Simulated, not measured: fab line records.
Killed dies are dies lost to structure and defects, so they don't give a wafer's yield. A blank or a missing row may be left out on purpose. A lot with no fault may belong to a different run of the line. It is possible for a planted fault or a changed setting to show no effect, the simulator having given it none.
fab line records | flow n5Finfet | part 1 of 2: steps 1 to 22 of 29
record: lots: 5 wafers: 15 lastDay: 18
route steps=1938 shown BEOL_M8@1353
lots untouched by any fault: they come from a run of this same line in which no faults occurred
startH: start of the lot's first displayed wafer, in hours after the record's first day | waitH: time in hours since the lot's previous step | " as in the row above | L1.1+2: one row covering several wafers at once | - no value, or no start given | * or withheld: withheld | < > ~ a bound
route shown NAME@n: a module of which the file shows steps, and the number in the route of the first | usual: mean/standard deviation of fault-free wafers | same: alike in all rows | chamber/n: place in a boat | sites: readings site by site | _std_site: the values' standard deviation | _edge_site: mean of outer sites minus mean of inner sites | radiusMm: for every site, how far away it sits from the centre of the wafer | mask NAME#n: copy n | behind: the most recent tool/chamber to have shaped the wafer | hold: what put the lot on hold/how long, in hours/how the hold closed | device: which transistor (n, p or np) failed to switch | end of line: the route-end tests of the same wafers | for a step that has no rows: nothing shown but its recipe | killed: dies that structure and defects cost at the first sort, which is not the same as the wafer's yield | map: per-die view of a wafer (x killed, . not killed, _ where there is no die)
set.NAME: the setting the step ran with; set.NAME@STEP: the setting that earlier step ran with | model.NAME: the simulator's own value behind a step, which no gauge read
a table for each step, a row for each wafer; lots at some steps of the route
services: the hour from which a tool's chamber was out of use, counted from the record's first day as startH (under 0 if before that day), plus the number of hours and why
== steps ==
step: N5_BEOL_M8_HM_OPEN_17
recipe: chemistry: Cl2/BCl3 targetDepthA: 200 overetchA: 60 target: TiN maskMaterial: SOC ionEnergyEv: 150 pressureMtorr: 10 icpW: 1000 biasW: 126 Cl2_flow_sccm: 53.25 bcl3FlowSccm: 21.75 Ar_flow_sccm: 25
usual: biasW: 126.0/0.37 drypumpMotorCurrentA: 5.8/0.37 mfcCl2Sccm: 53.23/0.16 oesProductAu: 0.67/0.09 throttleValvePct: 22.16/0.16
columns lot.wafer tool chamber startH waitH biasW drypumpMotorCurrentA mfcCl2Sccm oesProductAu rfHoursCounterH throttleValvePct
L076.2 rieMetal-03 1 211.52 0.0 126.1 5.7 53.51 0.80 6 22.23
L076.4 " 1 " " 126.0 5.8 53.32 0.80 - 22.24
L076.6 " 0 " " 126.3 6.2 53.31 0.66 - 22.26
L078.1 rieMetal-01 1 229.54 0.0 126.1 6.3 52.93 0.56 104 22.06
L078.2 " 1 " " 125.6 6.3 52.90 0.55 - 22.05
L078.4 " 1 " " 126.5 6.3 53.07 0.56 - 22.05
L091.3 rieMetal-03 0 305.30 0.1 125.7 6.2 53.09 0.64 - 22.29
L091.4 " 1 " " 126.4 5.7 53.33 0.74 - 22.28
L091.6 " 1 " " 126.1 5.7 53.15 0.75 - 22.26
L094.1 rieMetal-02 0 336.77 0.1 126.1 5.8 53.30 0.57 93 21.99
L094.3 " 1 " " 125.6 5.2 53.31 0.68 - 22.39
L094.6 " 0 " " 126.1 5.8 53.20 0.57 - 22.00
L097.2 rieMetal-02 1 375.06 0.0 125.1 5.2 53.28 0.68 31 22.40
L097.3 " 1 " " 125.8 5.3 52.89 0.68 - 22.38
L097.4 " 0 " " 125.9 5.8 53.39 0.56 - 22.02
step: N5_BEOL_M8_STRIP_19
recipe: chemistry: O2 powerW: 400 tempC: 40 pressureMtorr: 30 rfFrequencyHz: 6e+07 biasPowerW: 0 overashFraction: 0.2 o2FlowSccm: 225
usual: drypumpMotorCurrentA: 5.6/0.5 oesProductAu: 0.83/0.088 rfVppV: 3.7/0.57 showerheadPlenumPTorr: 2.11/0.092 throttleValvePct: 16.57/0.24
columns lot.wafer tool chamber startH waitH drypumpMotorCurrentA oesProductAu rfHoursCounterH rfVppV showerheadPlenumPTorr throttleValvePct
L076.2 rieDiel-01 2 211.63 0.1 5.1 0.95 10 3.8 2.06 16.19
L076.4 " 0 " " 6.1 0.77 134 4.4 2.08 16.57
L076.6 " 0 " " 6.0 0.76 - 4.5 2.08 16.57
L078.1 rieDiel-06 2 229.74 0.2 5.5 0.84 73 4.2 2.12 16.95
L078.2 " 1 " " 4.9 0.78 139 3.2 2.10 16.48
L078.4 " 0 " " 5.6 0.92 22 3.3 2.24 16.55
L091.3 rieDiel-02 0 305.53 0.2 5.6 0.68 234 3.0 1.98 16.88
L091.4 " 1 " " 5.4 0.92 - 4.5 2.23 16.34
L091.6 " 2 " " 5.4 0.86 - 2.6 2.22 16.62
L094.1 rieDiel-02 0 336.91 0.1 5.6 0.68 245 3.3 1.98 16.90
L094.3 " 2 " " 5.4 0.85 68 4.2 2.22 16.63
L094.6 " 1 " " 5.4 0.89 - 4.6 2.22 16.38
L097.2 rieDiel-01 2 375.17 0.1 5.1 0.85 70 4.0 2.04 16.31
L097.3 " 3 " " 6.1 0.82 83 2.3 2.05 16.86
L097.4 " 1 " " 6.7 0.84 76 3.8 2.03 16.76
step: N5_BEOL_M8_CD_MEAS_18
recipe: pitchNm: 80 targetCdNm: 40
usual: cdNm: 40.1/0.62
columns lot.wafer tool chamber startH waitH cdNm
L076.2 cdSem-01 - 211.70 0.1 40.0
L076.4 " - " " 39.0
L076.6 " - " " 40.2
L078.1 cdSem-02 - 229.81 0.0 41.1
L078.2 " - " " 40.6
L078.4 " - " " 40.4
L091.3 cdSem-03 - 305.60 0.1 40.5
L091.4 " - " " 40.5
L091.6 " - " " 40.3
L094.1 cdSem-03 - 336.98 0.0 39.8
L094.3 " - " " 39.8
L094.6 " - " " 40.6
L097.2 cdSem-02 - 375.24 0.1 40.4
L097.3 " - " " 38.9
L097.4 " - " " 39.8
step: N5_BEOL_M8_COAT_63
recipe: resist: SOC tempC: 250 timeS: 60 spinRpm: 1500 resistThkNm: 60
same: timeS: 60
columns lot.wafer tool chamber startH waitH
L076.2+4+6 lithoTrack-02 0 211.75 0.0
L078.1+2+4 lithoTrack-03 0 230.99 1.2
L091.3+4+6 lithoTrack-05 0 305.79 0.2
L094.1+3+6 lithoTrack-03 0 339.53 2.6
L097.2+3+4 lithoTrack-05 0 375.28 0.0
step: N5_BEOL_M8_COAT_64
recipe: resist: SiARC tempC: 220 timeS: 60 spinRpm: 1500 resistThkNm: 12
same: timeS: 60
columns lot.wafer tool chamber startH waitH
L076.2+4+6 lithoTrack-02 0 - -
L078.1+2+4 lithoTrack-03 0 - -
L091.3+4+6 lithoTrack-05 0 - -
L094.1+3+6 lithoTrack-03 0 - -
L097.2+3+4 lithoTrack-05 0 - -
step: N5_BEOL_M8_COAT_71
recipe: resist: underlayer tempC: 205 timeS: 60 spinRpm: 1500 resistThkNm: 5
same: timeS: 60
columns lot.wafer tool chamber startH waitH
L076.2+4+6 lithoTrack-02 0 - -
L078.1+2+4 lithoTrack-03 0 - -
L091.3+4+6 lithoTrack-05 0 - -
L094.1+3+6 lithoTrack-03 0 - -
L097.2+3+4 lithoTrack-05 0 - -
step: N5_BEOL_M8_COAT_22
recipe: resist: CAR-EUV spinRpm: 1500 resistThkNm: 30
columns lot.wafer tool chamber startH waitH
L076.2+4+6 lithoTrack-02 0 - -
L078.1+2+4 lithoTrack-03 0 - -
L091.3+4+6 lithoTrack-05 0 - -
L094.1+3+6 lithoTrack-03 0 - -
L097.2+3+4 lithoTrack-05 0 - -
step: N5_BEOL_M8_EBR_24
recipe: solvent: PGMEA ebrWidthMm: 1.5
columns lot.wafer tool chamber startH waitH
L076.2+4+6 lithoTrack-02 0 - -
L078.1+2+4 lithoTrack-03 0 - -
L091.3+4+6 lithoTrack-05 0 - -
L094.1+3+6 lithoTrack-03 0 - -
L097.2+3+4 lithoTrack-05 0 - -
step: N5_BEOL_M8_SOFTBAKE_23
recipe: tempC: 110 timeS: 60 resist: CAR-EUV
same: timeS: 60
columns lot.wafer tool chamber startH waitH
L076.2+4+6 lithoTrack-02 0 - -
L078.1+2+4 lithoTrack-03 0 - -
L091.3+4+6 lithoTrack-05 0 - -
L094.1+3+6 lithoTrack-03 0 - -
L097.2+3+4 lithoTrack-05 0 - -
step: N5_BEOL_M8_EXPOSE_25
recipe: maskId: V7 na: 0.33 sourceShape: annular sigmaInner: 0.4 sigmaOuter: 0.8 polarization: unpolarized targetCdNm: 40 doseMj: 42.5
columns lot.wafer tool chamber startH waitH mask
L076.2+4+6 euvScanner-01 0 212.02 - V7#0
L078.1+2+4 euvScanner-01 0 231.26 - V7#0
L091.3+4+6 euvScanner-01 0 306.06 - V7#0
L094.1+3+6 euvScanner-02 0 339.79 - V7#0
L097.2+3+4 euvScanner-02 0 375.42 - V7#0
step: N5_BEOL_M8_PEB_26
recipe: pebTempC: 100 pebTimeS: 60 resist: CAR-EUV
columns lot.wafer tool chamber startH waitH
L076.2+4+6 lithoTrack-05 0 212.08 0.1
L078.1+2+4 lithoTrack-05 0 231.32 0.1
L091.3+4+6 lithoTrack-03 0 306.12 0.0
L094.1+3+6 lithoTrack-05 0 339.86 0.1
L097.2+3+4 lithoTrack-03 0 375.48 0.1
step: N5_BEOL_M8_DEVELOP_27
recipe: developTimeS: 30 developer: TMAH resist: CAR-EUV rinseLiquid: surfactantRinse dry: airSpin devTempC: 23
columns lot.wafer tool chamber startH waitH
L076.2+4+6 lithoTrack-05 0 - -
L078.1+2+4 lithoTrack-05 0 - -
L091.3+4+6 lithoTrack-03 0 - -
L094.1+3+6 lithoTrack-05 0 - -
L097.2+3+4 lithoTrack-03 0 - -
step: N5_BEOL_M8_CD_MEAS_28
recipe: targetCdNm: 40 landingEnergyEv: 500 detector: seInlens
usual: cdNm: 39.92/0.26
columns lot.wafer tool chamber startH waitH cdNm
L076.2 cdSem-01 0 212.15 - 39.94
L076.4 " 0 " " 39.77
L076.6 " 0 " " 39.94
L078.1 cdSem-03 0 231.39 - 40.32
L078.2 " 0 " " 40.41
L078.4 " 0 " " 40.36
L091.3 cdSem-02 0 306.18 - 39.66
L091.4 " 0 " " 39.57
L091.6 " 0 " " 39.57
L094.1 cdSem-02 0 339.93 - 40.05
L094.3 " 0 " " 40.07
L094.6 " 0 " " 40.06
L097.2 cdSem-03 0 375.55 - 39.80
L097.3 " 0 " " 39.66
L097.4 " 0 " " 39.72
step: N5_BEOL_M8_OVL_MEAS_29
recipe: pointsPerWafer: 522
usual: V7_OVL: -0.2/0.94
columns lot.wafer tool chamber startH waitH V7_OVL[nm]
L076.2 overlay-01 0 212.18 0.0 -0.7
L076.4 " 0 " " -2.2
L076.6 " 0 " " -0.9
L078.1 overlay-01 0 231.42 0.0 0.6
L078.2 " 0 " " -0.9
L078.4 " 0 " " -1.0
L091.3 overlay-02 0 306.22 0.0 -1.1
L091.4 " 0 " " 0.4
L091.6 " 0 " " 0.5
L094.1 overlay-02 0 339.96 0.0 0.0
L094.3 " 0 " " 0.6
L094.6 " 0 " " -1.1
L097.2 overlay-02 0 375.58 0.0 0.2
L097.3 " 0 " " -1.2
L097.4 " 0 " " 0.1
step: N5_BEOL_M8_INSPECT_30
recipe: mode: adi inspectInstrument: brightfield
usual: rawDefectCount: 391/92
columns lot.wafer tool chamber startH waitH rawDefectCount
L076.2 defectInspect-02 - 212.23 0.0 447
L076.4 " - " " 414
L076.6 " - " " 315
L078.1 defectInspect-02 - 231.48 0.1 292
L078.2 " - " " 347
L078.4 " - " " 397
L091.3 defectInspect-01 - 306.27 0.0 419
L091.4 " - " " 404
L091.6 " - " " 563
L094.1 defectInspect-02 - 340.02 0.1 590
L094.3 " - " " 388
L094.6 " - " " 406
L097.2 defectInspect-02 - 375.63 0.0 409
L097.3 " - " " 399
L097.4 " - " " 378
step: N5_BEOL_M8_DESCUM_33
recipe: chemistry: O2 timeS: 7 sourcePowerW: 50 biasPowerW: 20 pressureMtorr: 20 rfFrequencyHz: 2.712e+07 tempC: 40 resist: CAR-EUV o2FlowSccm: 225
usual: drypumpMotorCurrentA: 5.7/0.53 oesProductAu: 0.84/0.089 rfVppV: 243.4/1.8 showerheadPlenumPTorr: 2.11/0.091 throttleValvePct: 20.31/0.24
same: timeS: 7
columns lot.wafer tool chamber startH waitH drypumpMotorCurrentA oesProductAu rfHoursCounterH rfVppV showerheadPlenumPTorr throttleValvePct
L076.2 rieDiel-02 1 212.35 0.1 5.4 0.67 247 240.8 1.97 20.47
L076.4 " 0 " " 5.6 0.72 197 241.3 1.99 20.52
L076.6 " 0 " " 5.6 0.71 - 242.2 1.99 20.53
L078.1 rieDiel-06 3 231.51 0.0 5.3 0.89 34 242.5 2.05 20.09
L078.2 " 0 " " 5.5 0.93 23 244.9 2.24 20.35
L078.4 " 1 " " 4.9 0.80 139 242.9 2.10 20.23
L091.3 rieDiel-02 1 306.72 0.4 5.4 0.92 19 245.7 2.22 20.15
L091.4 " 1 " " 5.4 0.93 - 244.8 2.22 20.15
L091.6 " 2 " " 5.4 0.87 - 245.9 2.22 20.39
L094.1 rieDiel-02 1 340.32 0.3 5.4 0.90 31 244.4 2.22 20.16
L094.3 " 0 " " 5.6 0.67 246 241.6 1.98 20.60
L094.6 " 2 " " 5.4 0.85 - 245.9 2.22 20.44
L097.2 rieDiel-02 0 376.15 0.5 5.6 0.96 3 245.6 2.24 20.26
L097.3 " 3 " " 6.5 0.92 20 246.4 2.20 19.72
L097.4 " 1 " " 5.4 0.88 45 245.6 2.21 20.19
step: N5_BEOL_M8_ETCH_72
recipe: chemistry: N2/H2 target: underlayer targetDepthA: 65 maskMaterial: CAR-EUV timeS: 5.2 ionEnergyEv: 200 pressureMtorr: 30 sourceW: 840 biasW: 150 n2FlowSccm: 200 h2FlowSccm: 200 ends: cleared
usual: biasW: 150.0/0.45 drypumpMotorCurrentA: 5.7/0.54 etchRfOnTimeS: 5.24/0.14 oesProductAu: 0.71/0.074 rfVppV: 524/3.3 showerheadPlenumPTorr: 2.56/0.11 throttleValvePct: 17.75/0.21
columns lot.wafer tool chamber startH waitH biasW drypumpMotorCurrentA etchRfOnTimeS oesProductAu rfHoursCounterH rfVppV showerheadPlenumPTorr throttleValvePct
L076.2 rieDiel-02 1 212.39 0.0 150.2 5.4 5.49 0.56 247 519 2.38 17.90
L076.4 " 0 " " 149.9 5.6 5.15 0.62 197 520 2.42 18.04
L076.6 " 0 " " 149.7 5.6 5.19 0.62 - 521 2.42 18.06
L078.1 rieDiel-06 3 231.55 0.0 150.3 5.3 5.03 0.76 34 525 2.49 17.48
L078.2 " 0 " " 150.1 5.6 5.15 0.79 23 527 2.71 17.78
L078.4 " 1 " " 150.0 4.9 5.19 0.67 139 527 2.54 17.61
L091.3 rieDiel-02 1 306.75 0.0 150.0 5.3 5.44 0.77 19 531 2.69 17.46
L091.4 " 1 " " 150.0 5.4 5.41 0.77 - 527 2.69 17.47
L091.6 " 2 " " 150.2 5.4 5.33 0.73 - 528 2.70 17.81
L094.1 rieDiel-02 1 340.36 0.0 149.9 5.4 5.47 0.74 31 528 2.69 17.50
L094.3 " 0 " " 149.8 5.6 5.29 0.58 246 518 2.40 18.13
L094.6 " 2 " " 150.9 5.4 5.34 0.71 - 529 2.69 17.82
L097.2 rieDiel-02 0 376.19 0.0 150.4 5.6 5.05 0.81 3 528 2.72 17.71
L097.3 " 3 " " 149.9 6.6 5.09 0.79 20 529 2.73 17.51
L097.4 " 1 " " 149.9 5.4 5.42 0.73 45 527 2.68 17.54
step: N5_BEOL_M8_ETCH_65
recipe: chemistry: CF4 target: SiARC targetDepthA: 156 maskMaterial: CAR-EUV timeS: 26 ionEnergyEv: 80 pressureMtorr: 40 sourceW: 545 biasW: 36 Ar_flow_sccm: 100 cf4FlowSccm: 100 ends: cleared
usual: biasW: 36.00/0.11 drypumpMotorCurrentA: 5.7/0.53 etchRfOnTimeS: 26.1/0.7 oesProductAu: 0.72/0.075 rfVppV: 184.2/1.3 showerheadPlenumPTorr: 2.16/0.089 throttleValvePct: 15.50/0.21
columns lot.wafer tool chamber startH waitH biasW drypumpMotorCurrentA etchRfOnTimeS oesProductAu rfHoursCounterH rfVppV showerheadPlenumPTorr throttleValvePct
L076.2 rieDiel-02 1 212.40 0.0 36.00 5.4 27.4 0.56 247 182.8 2.04 15.80
L076.4 " 0 " " 36.16 5.5 26.1 0.61 197 182.6 2.04 15.72
L076.6 " 0 " " 35.87 5.6 25.9 0.62 - 183.4 2.04 15.72
L078.1 rieDiel-06 3 231.56 0.0 35.92 5.3 25.1 0.76 34 184.8 2.10 15.19
L078.2 " 0 " " 35.94 5.5 25.1 0.81 23 184.0 2.26 15.37
L078.4 " 1 " " 36.06 4.9 26.2 0.67 139 183.4 2.15 15.44
L091.3 rieDiel-02 1 306.77 0.0 35.98 5.3 27.3 0.76 19 185.6 2.28 15.36
L091.4 " 1 " " 35.85 5.4 27.0 0.77 - 184.3 2.28 15.37
L091.6 " 2 " " 36.01 5.4 26.2 0.73 - 186.7 2.26 15.51
L094.1 rieDiel-02 1 340.37 0.0 36.00 5.4 27.1 0.76 31 184.7 2.28 15.36
L094.3 " 0 " " 36.22 5.5 26.0 0.58 246 183.7 2.02 15.80
L094.6 " 2 " " 36.09 5.4 26.4 0.72 - 185.8 2.25 15.55
L097.2 rieDiel-02 0 376.20 0.0 36.03 5.6 25.2 0.81 3 185.3 2.27 15.33
L097.3 " 3 " " 35.84 6.5 25.0 0.80 20 186.0 2.27 15.10
L097.4 " 1 " " 35.93 5.3 27.0 0.73 45 186.9 2.27 15.42
step: N5_BEOL_M8_ETCH_66
recipe: chemistry: N2/H2 target: SOC targetDepthA: 800 overetchA: 160 maskMaterial: SiARC tempC: 40 timeS: 120 ionEnergyEv: 200 pressureMtorr: 30 sourceW: 840 biasW: 150 n2FlowSccm: 200 h2FlowSccm: 200
usual: biasW: 150.0/0.46 drypumpMotorCurrentA: 5.7/0.54 oesProductAu: 0.64/0.064 rfVppV: 524/3.1 showerheadPlenumPTorr: 2.56/0.11 throttleValvePct: 17.71/0.21
same: timeS: 120
columns lot.wafer tool chamber startH waitH biasW drypumpMotorCurrentA oesProductAu rfHoursCounterH rfVppV showerheadPlenumPTorr throttleValvePct
L076.2 rieDiel-02 1 212.43 0.0 150.8 5.4 0.52 247 519 2.38 17.83
L076.4 " 0 " " 150.2 5.6 0.56 197 521 2.42 18.03
L076.6 " 0 " " 150.4 5.6 0.55 - 520 2.42 18.03
L078.1 rieDiel-06 3 231.59 0.0 150.6 5.3 0.67 34 522 2.49 17.44
L078.2 " 0 " " 150.4 5.6 0.70 23 528 2.71 17.76
L078.4 " 1 " " 149.8 4.9 0.60 139 524 2.54 17.57
L091.3 rieDiel-02 1 306.80 0.0 149.2 5.4 0.71 19 529 2.69 17.46
L091.4 " 1 " " 149.7 5.4 0.70 - 527 2.69 17.44
L091.6 " 2 " " 150.2 5.4 0.66 - 527 2.70 17.78
L094.1 rieDiel-02 1 340.40 0.0 150.1 5.4 0.69 31 526 2.68 17.47
L094.3 " 0 " " 150.4 5.6 0.52 246 521 2.40 18.10
L094.6 " 2 " " 149.5 5.4 0.64 - 527 2.69 17.79
L097.2 rieDiel-02 0 376.23 0.0 150.7 5.6 0.73 3 529 2.72 17.69
L097.3 " 3 " " 150.8 6.6 0.71 20 528 2.73 17.49
L097.4 " 1 " " 150.3 5.4 0.68 45 528 2.68 17.50
step: N5_BEOL_M8_STRIP_69
recipe: chemistry: N2/H2 tempC: 40 n2FlowSccm: 200 h2FlowSccm: 200 rfFrequencyHz: 6e+07
columns lot.wafer tool chamber startH waitH
L076.2+4+6 rieDiel-02 1,0,0 212.51 0.0
L078.1+2+4 rieDiel-06 3,0,1 231.67 0.0
L091.3+4+6 rieDiel-02 1,1,2 306.88 0.0
L094.1+3+6 rieDiel-02 1,0,2 340.48 0.0
L097.2+3+4 rieDiel-02 0,3,1 376.31 0.0
step: N5_BEOL_M8_STRIP_73
recipe: chemistry: N2/H2 tempC: 40 n2FlowSccm: 200 h2FlowSccm: 200 rfFrequencyHz: 6e+07
columns lot.wafer tool chamber startH waitH
L076.2+4+6 rieDiel-02 1,0,0 212.52 0.0
L078.1+2+4 rieDiel-06 3,0,1 231.68 0.0
L091.3+4+6 rieDiel-02 1,1,2 306.89 0.0
L094.1+3+6 rieDiel-02 1,0,2 340.49 0.0
L097.2+3+4 rieDiel-02 0,3,1 376.32 0.0
step: N5_BEOL_M8_VIA_ETCH_34
recipe: chemistry: C4F6/O2 target: SiCOH_lowk targetDepthA: 1255 maskMaterial: SOC taperDeg: 4 timeS: 50.5 ionEnergyEv: 250 pressureMtorr: 30 sourceW: 345 biasW: 185 Ar_flow_sccm: 300 C4F6_flow_sccm: 10 O2_flow_sccm: 10
usual: biasW: 185.0/0.53 drypumpMotorCurrentA: 5.7/0.54 oesProductAu: 0.84/0.088 rfVppV: 661/10 showerheadPlenumPTorr: 2.87/0.12 throttleValvePct: 20.79/0.22
same: timeS: 50.5
columns lot.wafer tool chamber startH waitH biasW drypumpMotorCurrentA oesProductAu rfHoursCounterH rfVppV showerheadPlenumPTorr throttleValvePct
L076.2 rieDiel-02 1 212.53 0.0 184.5 5.4 0.66 247 664 2.71 21.06
L076.4 " 0 " " 185.5 5.6 0.72 197 645 2.69 20.87
L076.6 " 0 " " 184.5 5.6 0.71 - 645 2.69 20.88
L078.1 rieDiel-06 3 231.69 0.0 186.4 5.3 0.88 34 659 2.78 20.47
L078.2 " 0 " " 185.0 5.5 0.93 23 640 3.01 20.70
L078.4 " 1 " " 186.2 4.9 0.77 139 679 2.86 20.71
L091.3 rieDiel-02 1 306.90 0.0 184.8 5.4 0.91 19 673 3.04 20.74
L091.4 " 1 " " 185.2 5.4 0.91 - 673 3.04 20.72
L091.6 " 2 " " 185.0 5.4 0.86 - 669 3.01 20.85
L094.1 rieDiel-02 1 340.50 0.0 185.4 5.4 0.89 31 674 3.03 20.75
L094.3 " 0 " " 185.0 5.6 0.67 246 646 2.67 20.93
L094.6 " 2 " " 184.9 5.4 0.85 - 668 3.00 20.87
L097.2 rieDiel-02 0 376.33 0.0 184.8 5.6 0.96 3 655 3.01 20.62
L097.3 " 3 " " 185.5 6.6 0.93 20 662 3.01 20.32
L097.4 " 1 " " 185.3 5.4 0.87 45 673 3.03 20.77
